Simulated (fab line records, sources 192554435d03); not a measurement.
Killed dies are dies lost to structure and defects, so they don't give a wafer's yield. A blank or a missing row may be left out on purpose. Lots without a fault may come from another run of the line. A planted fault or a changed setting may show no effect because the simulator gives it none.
Which tool did it? | flow n5_finfet | 9 lots, 27 wafers sampled, at 4 steps of a route of 1938

WHAT THE GAUGES READ, wafer by wafer
N5_BEOL_M13_INSPECT_55: inspects for defects (darkfield).
lot  | measured     | on                | raw_defect_count
L282 | day 11 22:53 | defect_inspect-01 | 43 45 60
L283 | day 12 08:40 | defect_inspect-01 | 59 58 81
L284 | day 12 12:12 | defect_inspect-01 | 43 46 34
L286 | day 13 11:22 | defect_inspect-01 | 67 54 90
L289 | day 13 15:19 | defect_inspect-01 | 48 32 30
L296 | day 15 13:23 | defect_inspect-02 | 81 97 64
L300 | day 16 02:59 | defect_inspect-01 | 85 81 42
L302 | day 17 12:17 | defect_inspect-01 | 55 39 56
L304 | day 17 23:02 | defect_inspect-02 | 61 112 67

N5_BEOL_M14_CD_MEAS_28: target cd 284.4 nm.
lot  | measured     | on        | cd_nm (nm)
L282 | day 12 00:32 | cd_sem-01 | 284.1 281.9 280.5
L283 | day 12 10:03 | cd_sem-03 | 283.7 283.8 282.1
L284 | day 12 13:35 | cd_sem-03 | 282.1 285.6 285.1
L286 | day 13 12:58 | cd_sem-01 | 281.6 281.6 283.3
L289 | day 13 16:57 | cd_sem-02 | 284.9 282.2 281.6
L296 | day 15 15:02 | cd_sem-02 | 295.4 295.4 295.6
L300 | day 16 04:59 | cd_sem-02 | 293.7 295.0 291.9
L302 | day 17 13:41 | cd_sem-02 | 284.9 286.4 282.9
L304 | day 18 00:37 | cd_sem-01 | 284.6 281.4 280.3

WHICH TOOL RAN EACH LOT (tool, then ch and the chambers of the sampled wafers, then the start)
lot  | N5_BEOL_M14_VIA_ETCH_16            | N5_BEOL_M14_EXPOSE_25
L282 | rie_diel-01 ch 1,2,3, day 11 23:52 | krf_scanner-02 ch 0, day 12 00:22
L283 | rie_diel-05 ch 1,2, day 12 09:22   | krf_scanner-02 ch 0, day 12 09:53
L284 | rie_diel-01 ch 0,1, day 12 12:55   | krf_scanner-02 ch 0, day 12 13:26
L286 | rie_diel-01 ch 1,2,3, day 13 12:17 | krf_scanner-02 ch 0, day 13 12:47
L289 | rie_diel-01 ch 0,1, day 13 16:09   | krf_scanner-01 ch 0, day 13 16:48
L296 | rie_diel-05 ch 1,2,3, day 15 14:14 | krf_scanner-02 ch 0, day 15 14:53
L300 | rie_diel-06 ch 1,2,3, day 16 04:10 | krf_scanner-02 ch 0, day 16 04:49
L302 | rie_diel-01 ch 0,3, day 17 13:00   | krf_scanner-01 ch 0, day 17 13:31
L304 | rie_diel-05 ch 0,3, day 17 23:56   | krf_scanner-01 ch 0, day 18 00:28
- N5_BEOL_M14_VIA_ETCH_16: etches SiO2 in C4F8/O2/Ar, target depth 1231.3 nm.
- N5_BEOL_M14_EXPOSE_25: exposes mask M14, target cd 280 nm.

WHAT THE TOOLS THEMSELVES READ (means of the sampled wafers that have a number; where no wafer has one, the mark that the record gives instead)
N5_BEOL_M14_VIA_ETCH_16.
lot  | tool        | chamber_pressure_mTorr (mTorr) | drypump_motor_current_A (A) | oes_f_703_au (a.u.) | oes_product_au (a.u.) | rf_vpp_V (V) | showerhead_plenum_p_Torr (Torr) | throttle_valve_pct (%)
L282 | rie_diel-01 | 20.004                         | 5.6                         | 0.81                | 0.73                  | 2232         | 3.42                            | 30.63
L283 | rie_diel-05 | 20.001                         | 5.6                         | 0.91                | 0.84                  | 2256         | 3.47                            | 30.66
L284 | rie_diel-01 | 20.009                         | 5.0                         | 0.75                | 0.68                  | 2238         | 3.33                            | 30.90
L286 | rie_diel-01 | 20.002                         | 5.6                         | 0.80                | 0.72                  | 2231         | 3.41                            | 30.65
L289 | rie_diel-01 | 20.005                         | 5.0                         | 0.73                | 0.66                  | 2233         | 3.36                            | 30.84
L296 | rie_diel-05 | 20.013                         | 5.8                         | 0.90                | 0.81                  | 2245         | 3.46                            | 30.83
L300 | rie_diel-06 | 19.985                         | 5.7                         | 0.80                | 0.73                  | 2236         | 3.53                            | 31.14
L302 | rie_diel-01 | 19.980                         | 5.1                         | 0.80                | 0.73                  | 2253         | 3.31                            | 30.76
L304 | rie_diel-05 | 19.994                         | 6.1                         | 0.83                | 0.75                  | 2212         | 3.39                            | 30.80

N5_BEOL_M14_EXPOSE_25.
lot  | tool           | exposure_dose_mJ_cm2
L282 | krf_scanner-02 | 26.559
L283 | krf_scanner-02 | 26.577
L284 | krf_scanner-02 | 26.575
L286 | krf_scanner-02 | 26.557
L289 | krf_scanner-01 | 26.622
L296 | krf_scanner-02 | 28.847
L300 | krf_scanner-02 | 28.373
L302 | krf_scanner-01 | 26.581
L304 | krf_scanner-01 | 26.552

THE ANSWER, worked out from the rows above alone
Rule: what is usual is taken from the lots themselves. Put in order of their means at a reading, lots are off if they are a third of the lots or fewer, leave a main group of 4 or more, and stand apart from it by a gap of 3 or more times the standard deviation of the main group's means; of several such gaps the widest counts. A main group whose means are all the same, to the digits that the tables above print for the reading, isn't used. A lot without any number at a reading at which 4 lots or more have one is off too. The other lots that the step has rows for count as sound. The gauges are gone through in route order, then the tools' own readings, and for those a lot's mean is taken as printed above. The first step at which some lot is off is used, and at that step the reading that is off furthest; a lot without a number counts as furthest.
Off: L296, L300, at N5_BEOL_M14_CD_MEAS_28 (cd_nm). The main group: mean 283.1 nm, standard deviation 0.99.
A tool fits if, at a process step before that reading, it ran every lot that is off, and no sound lot after the first of them. The gauges at N5_BEOL_M14_CD_MEAS_28 aren't tried: what is off there is off at N5_BEOL_M14_EXPOSE_25 too, on other tools, and a gauge's error can't cause that. One fits: krf_scanner-02 at N5_BEOL_M14_EXPOSE_25. Its last sound lot is L286 (day 13 12:47), its first lot that is off L296 (day 15 14:53): a fault that began between those two fits.
The tool's own readings at N5_BEOL_M14_EXPOSE_25 bear it out: on the lots that are off they differ by more than 5 times the standard deviation of the sound lots' means. exposure_dose_mJ_cm2 reads 28.610 there against 26.575 on the sound lots.

WHAT THE SIMULATOR HAD PUT IN
Process parameter drift: krf_scanner-02, from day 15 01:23 on, at N5_BEOL_M14_EXPOSE_25. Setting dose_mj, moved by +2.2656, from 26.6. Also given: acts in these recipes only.
Lots struck among those shown: L296, L300. The rule above found the same.
